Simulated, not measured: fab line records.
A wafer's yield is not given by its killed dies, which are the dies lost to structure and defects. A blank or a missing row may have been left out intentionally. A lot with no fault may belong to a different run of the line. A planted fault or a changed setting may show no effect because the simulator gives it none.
Which tool did it? + flow n5_finfet + 33 wafers from 11 lots sampled at 5 of the route's 1938 steps

== WHAT THE GAUGES READ, wafer by wafer ==
N5_BEOL_M13_INSPECT_55: inspects for defects (darkfield).
| lot  | measured     | on                | raw_defect_count |
|------|--------------|-------------------|------------------|
| L838 | day 11 09:46 | defect_inspect-02 | 91 41 57         |
| L839 | day 11 16:23 | defect_inspect-02 | 99 96 55         |
| L841 | day 11 23:18 | defect_inspect-01 | 40 79 80         |
| L843 | day 12 16:34 | defect_inspect-01 | 88 121 86        |
| L845 | day 13 16:53 | defect_inspect-01 | 82 87 52         |
| L852 | day 15 01:33 | defect_inspect-02 | 77 92 654        |
| L853 | day 15 10:58 | defect_inspect-02 | 54 686 52        |
| L856 | day 15 19:14 | defect_inspect-02 | 56 32 56         |
| L855 | day 15 20:18 | defect_inspect-02 | 80 78 102        |
| L857 | day 16 04:41 | defect_inspect-02 | 63 49 83         |
| L859 | day 16 18:46 | defect_inspect-02 | 28 53 39         |

N5_BEOL_M14_CD_MEAS_10: the cd target is 250 nm.
| lot  | measured     | on        | cd_nm (nm)  |
|------|--------------|-----------|-------------|
| L838 | day 11 10:19 | cd_sem-03 | 250 253 253 |
| L839 | day 11 17:02 | cd_sem-02 | 248 249 247 |
| L841 | day 11 23:58 | cd_sem-03 | 252 255 251 |
| L843 | day 12 17:06 | cd_sem-03 | 255 251 259 |
| L845 | day 13 17:25 | cd_sem-01 | 257 253 254 |
| L852 | day 15 02:13 | cd_sem-01 | 249 248 252 |
| L853 | day 15 11:42 | cd_sem-03 | 252 251 252 |
| L856 | day 15 19:47 | cd_sem-03 | 254 254 256 |
| L855 | day 15 21:02 | cd_sem-01 | 253 252 253 |
| L857 | day 16 05:13 | cd_sem-02 | 248 252 249 |
| L859 | day 16 19:18 | cd_sem-03 | 244 247 246 |

== WHAT TOOL EACH LOT RAN ON (gives the tool, then ch and the chambers of the sampled wafers, and finally the start) ==
| lot  | N5_BEOL_M13_STRIP_37                 | N5_BEOL_M13_SPUTTER_44       | N5_BEOL_M13_DEP_53              |
|------|--------------------------------------|------------------------------|---------------------------------|
| L838 | plasma_asher-02 ch 0,1, day 11 08:04 | pvd_sputter-01, day 11 08:33 | pecvd-01 ch 0,1,2, day 11 09:41 |
| L839 | plasma_asher-01 ch 0,1, day 11 10:14 | pvd_sputter-02, day 11 15:01 | pecvd-02 ch 0,1,2, day 11 16:17 |
| L841 | plasma_asher-02 ch 0,1, day 11 19:35 | pvd_sputter-03, day 11 22:04 | pecvd-02 ch 0,2, day 11 23:13   |
| L843 | plasma_asher-01 ch 0,1, day 12 14:35 | pvd_sputter-02, day 12 15:26 | pecvd-04 ch 0,1,2, day 12 16:28 |
| L845 | plasma_asher-02 ch 0,1, day 13 15:10 | pvd_sputter-01, day 13 15:46 | pecvd-02 ch 0,2, day 13 16:47   |
| L852 | plasma_asher-01 ch 0,1, day 14 22:34 | pvd_sputter-02, day 15 00:26 | pecvd-02 ch 0,1,2, day 15 01:28 |
| L853 | plasma_asher-02 ch 0,1, day 15 08:53 | pvd_sputter-01, day 15 09:49 | pecvd-02 ch 1,2, day 15 10:52   |
| L856 | plasma_asher-02 ch 0,1, day 15 16:49 | pvd_sputter-01, day 15 17:53 | pecvd-01 ch 0,1, day 15 19:09   |
| L855 | plasma_asher-02 ch 0,1, day 15 17:25 | pvd_sputter-02, day 15 19:11 | pecvd-04 ch 0,2, day 15 20:13   |
| L857 | plasma_asher-02 ch 0,1, day 16 02:58 | pvd_sputter-02, day 16 03:33 | pecvd-04 ch 0,1,2, day 16 04:35 |
| L859 | plasma_asher-01 ch 0,1, day 16 13:32 | pvd_sputter-03, day 16 17:38 | pecvd-01 ch 1,2, day 16 18:39   |
- N5_BEOL_M13_STRIP_37: strips in N2/H2.
- N5_BEOL_M13_SPUTTER_44: material Ta, target thk 10 nm, time 16.13 s.
- N5_BEOL_M13_DEP_53: deposits SiCN from 3MS/NH3, target thk 50 nm, time 17.8 s.

== WHAT THE TOOLS THEMSELVES READ (means of the sampled wafers that have a number; where no wafer has one, the mark that the record gives instead) ==
N5_BEOL_M13_STRIP_37.
| lot  | tool            | drypump_motor_current_A (A) | heater_power_w (W) | oes_product_au (a.u.) |
|------|-----------------|-----------------------------|--------------------|-----------------------|
| L838 | plasma_asher-02 | 5.3                         | 296                | 0.780                 |
| L839 | plasma_asher-01 | 5.5                         | 314                | 0.782                 |
| L841 | plasma_asher-02 | 5.3                         | 301                | 0.778                 |
| L843 | plasma_asher-01 | 5.5                         | 309                | 0.779                 |
| L845 | plasma_asher-02 | 5.7                         | 307                | 0.775                 |
| L852 | plasma_asher-01 | 5.1                         | 316                | 0.783                 |
| L853 | plasma_asher-02 | 5.3                         | 300                | 0.788                 |
| L856 | plasma_asher-02 | 5.3                         | 299                | 0.787                 |
| L855 | plasma_asher-02 | 5.7                         | 305                | 0.779                 |
| L857 | plasma_asher-02 | 5.7                         | 302                | 0.773                 |
| L859 | plasma_asher-01 | 5.5                         | 311                | 0.786                 |

N5_BEOL_M13_SPUTTER_44.
| lot  | tool           | substrate_temp_c (C) | throttle_valve_pct (%) |
|------|----------------|----------------------|------------------------|
| L838 | pvd_sputter-01 | 50.10                | 29.3                   |
| L839 | pvd_sputter-02 | 49.95                | 29.5                   |
| L841 | pvd_sputter-03 | 50.04                | 30.4                   |
| L843 | pvd_sputter-02 | 50.02                | 29.8                   |
| L845 | pvd_sputter-01 | 49.97                | 29.1                   |
| L852 | pvd_sputter-02 | 49.98                | 29.9                   |
| L853 | pvd_sputter-01 | 49.98                | 29.2                   |
| L856 | pvd_sputter-01 | 50.06                | 29.2                   |
| L855 | pvd_sputter-02 | 50.13                | 29.8                   |
| L857 | pvd_sputter-02 | 50.04                | 29.8                   |
| L859 | pvd_sputter-03 | 49.99                | 30.4                   |

N5_BEOL_M13_DEP_53.
| lot  | tool     | chamber_pressure_Torr (Torr) | showerhead_plenum_p_Torr (Torr) | showerhead_vpp_V (V) | throttle_valve_pct (%) |
|------|----------|------------------------------|---------------------------------|----------------------|------------------------|
| L838 | pecvd-01 | 3.006                        | 4.192                           | 1634                 | 18.8                   |
| L839 | pecvd-02 | 3.004                        | 4.143                           | 1570                 | 18.1                   |
| L841 | pecvd-02 | 2.993                        | 4.133                           | 1558                 | 17.6                   |
| L843 | pecvd-04 | 2.991                        | 4.178                           | 1578                 | 17.9                   |
| L845 | pecvd-02 | 3.011                        | 4.126                           | 1549                 | 17.5                   |
| L852 | pecvd-02 | 3.007                        | 4.130                           | 1571                 | 18.2                   |
| L853 | pecvd-02 | 3.001                        | 4.143                           | 1570                 | 18.5                   |
| L856 | pecvd-01 | 3.006                        | 4.201                           | 1659                 | 19.3                   |
| L855 | pecvd-04 | 3.004                        | 4.180                           | 1607                 | 17.5                   |
| L857 | pecvd-04 | 2.996                        | 4.178                           | 1555                 | 18.0                   |
| L859 | pecvd-01 | 3.002                        | 4.185                           | 1622                 | 19.0                   |

== THE ANSWER, worked out from the rows above alone ==
Rule: what is usual is taken from the lots themselves. The widest of any qualifying gaps counts: lots, ordered by their means at a reading, are off when they make up no more than a third of the lots, leave a main group of 4 or more, and stand apart from it by 3 or more times the standard deviation of that group's means. Not used: any main group whose means are identical at the precision the tables above print for the reading. A lot without any number at a reading at which 4 lots or more have one is off too. Any other lot the step has rows for is counted as sound. The gauges are gone through in route order, then the tools' own readings, and for those a lot's mean is taken as printed above. The first step at which some lot is off is used, and at that step the reading that is off furthest; a lot without a number counts as furthest.
Off: L852, L853 (N5_BEOL_M13_INSPECT_55, raw_defect_count). Mean 69 and standard deviation 17 in the main group.
If a tool, at a process step before that reading, ran all the lots that are off and no sound lot after the first of them, it fits. The gauges at N5_BEOL_M13_INSPECT_55 are tried like those tools. One fits: N5_BEOL_M13_DEP_53 on pecvd-02. A fault onset in the window from L845 (day 13 16:47, its last sound lot) to L852 (day 15 01:28, its first lot off) fits.

== WHAT THE SIMULATOR HAD PUT IN ==
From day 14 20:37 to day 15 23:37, pecvd-02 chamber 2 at N5_BEOL_M13_DEP_53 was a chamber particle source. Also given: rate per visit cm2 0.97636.
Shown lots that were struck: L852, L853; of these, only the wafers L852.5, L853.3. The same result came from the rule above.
